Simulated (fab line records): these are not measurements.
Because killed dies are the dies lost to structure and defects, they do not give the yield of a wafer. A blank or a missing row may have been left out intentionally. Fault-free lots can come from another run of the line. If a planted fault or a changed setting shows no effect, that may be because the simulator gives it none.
A lot that was struck, set against a sound lot | flow nand_harc | 15 out of 1302 route steps
Sound: these wafers, L976.1, L976.2, L976.4. Wafers struck: L990.1, L990.2, L990.5. The cause comes at the end.
Per side, at each step with rows, come the tool, then ch with its chambers, and then its first start. Under that, the readings that differ: sound wafers | struck wafers | difference of the means | sigmas: that difference in standard deviations of wafers without a fault.
alike: same words and numbers on both sides, and readings whose means sit less than 2 such deviations apart. not compared: any withheld reading, any reading some wafer has no value for, any bound like >300 that may hide the same value, and any number with overlapping values for which the record gives no deviation.
The two part at a step that has a row with sigmas, a row that says differs or no value, or rows on one side only. Numbers that have no deviation but don't overlap get no sigmas and don't part them. Lack of a reading on every wafer of one side parts them only where that side has two or more wafers.

first, 4 steps without rows for these wafers: NHARC_A_ZERO_WELL_STRIP_14 (strips in SPM, time 900 s); NHARC_A_ZERO_WELL_IMPLANT_15; NHARC_A_ZERO_WELL_PRECLEAN_22 (cleans in SC1, time 60 s); NHARC_A_ZERO_WELL_SRD_23.
NHARC_A_ZERO_WELL_RTA_16: time 10 s.
  sound on rtp_anneal-01 ch 0, day 7 10:35; struck on rtp_anneal-01 ch 0, day 13 06:46
  alike: lamp_power_pct, lamp_zone_5_pct, wafer_temp_C_max
NHARC_A_ZERO_WELL_INSPECT_17:
  sound on defect_inspect-01, day 7 10:46; struck on defect_inspect-01, day 13 06:58
  alike: raw_defect_count
then, 3 steps without rows for these wafers: NHARC_A_SOURCE_PLATE_PRECLEAN_00 (cleans in HF-LAST, time 60 s); NHARC_A_SOURCE_PLATE_SRD_01; NHARC_A_SOURCE_PLATE_OXIDE_02 (material SiO2, target thk 10 nm, ox time 1362 s).
NHARC_A_SOURCE_PLATE_THK_MEAS_09: measures by ellipsometry.
  sound on film_metro-02, day 7 18:10; struck on film_metro-01, day 13 16:04
  alike: thk_nm
then, 1 step without rows for these wafers: NHARC_A_SOURCE_PLATE_PVD_04 (deposits WSi2, target thk 50 nm).
NHARC_A_SOURCE_PLATE_CVD_03: deposits poly-Si, target thk 200 nm, time 4000 s.
  sound on lpcvd_poly-02 ch 0, day 7 20:44; struck on lpcvd_poly-01 ch 0, day 13 18:40
  reading                | sound                | struck              | difference | sigmas
  spike_tc_bottom_C (C)  | 637.8 639.7 638.3    | 655.3 653.4 653.7   | +15.5      | +6
  spike_tc_centre_C (C)  | 619.7 620.5 620.5    | 635.8 635.2 636.3   | +15.5      | +13
  spike_tc_lower_C (C)   | 621.9 620.6 623.9    | 635.2 636.1 638.5   | +14.5      | +12
  spike_tc_top_C (C)     | 639.5 639.6 639.0    | 651.8 652.9 653.6   | +13.4      | +10
  spike_tc_upper_C (C)   | 618.0 618.9 617.6    | 634.7 635.0 636.0   | +17.1      | +16
  tube_center_temp_C (C) | 620.03 619.92 620.07 | 635.6 635.58 635.56 | +15.6      | +99 or more
then, 1 step without rows for these wafers: NHARC_A_SOURCE_PLATE_ANNEAL_05 (time 1800 s).
NHARC_A_SOURCE_PLATE_THK_MEAS_06: measures by ellipsometry.
  sound on film_metro-02, day 8 07:21; struck on film_metro-02, day 14 07:38
  reading     | sound             | struck            | difference | sigmas
  thk_nm (nm) | 198.9 200.8 199.8 | 282.7 285.3 281.7 | +83.4      | +40
-- jump in the record: it breaks off in module A_SOURCE_PLATE and resumes in module END (first step shown: number 1302 of the route), and 16 days separate the struck wafers' starts before and after --
NHARC_END_SORT_01:
  sound on prober-02 ch 0, day 25 08:42; struck on prober-01 ch 0, day 30 17:19
  alike: killed_at_array, killed_at_other, killed_at_periphery, killed_dies, killed_open, killed_short

WHERE THEY PART
At NHARC_A_SOURCE_PLATE_CVD_03 first; at NHARC_A_SOURCE_PLATE_THK_MEAS_06 last (within this record only). Later steps at which nothing parts them and some readings are alike: NHARC_END_SORT_01.

WHY: whatever the simulator had introduced
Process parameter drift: lpcvd_poly-01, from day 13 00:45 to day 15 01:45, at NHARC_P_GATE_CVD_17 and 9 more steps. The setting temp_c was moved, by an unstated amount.
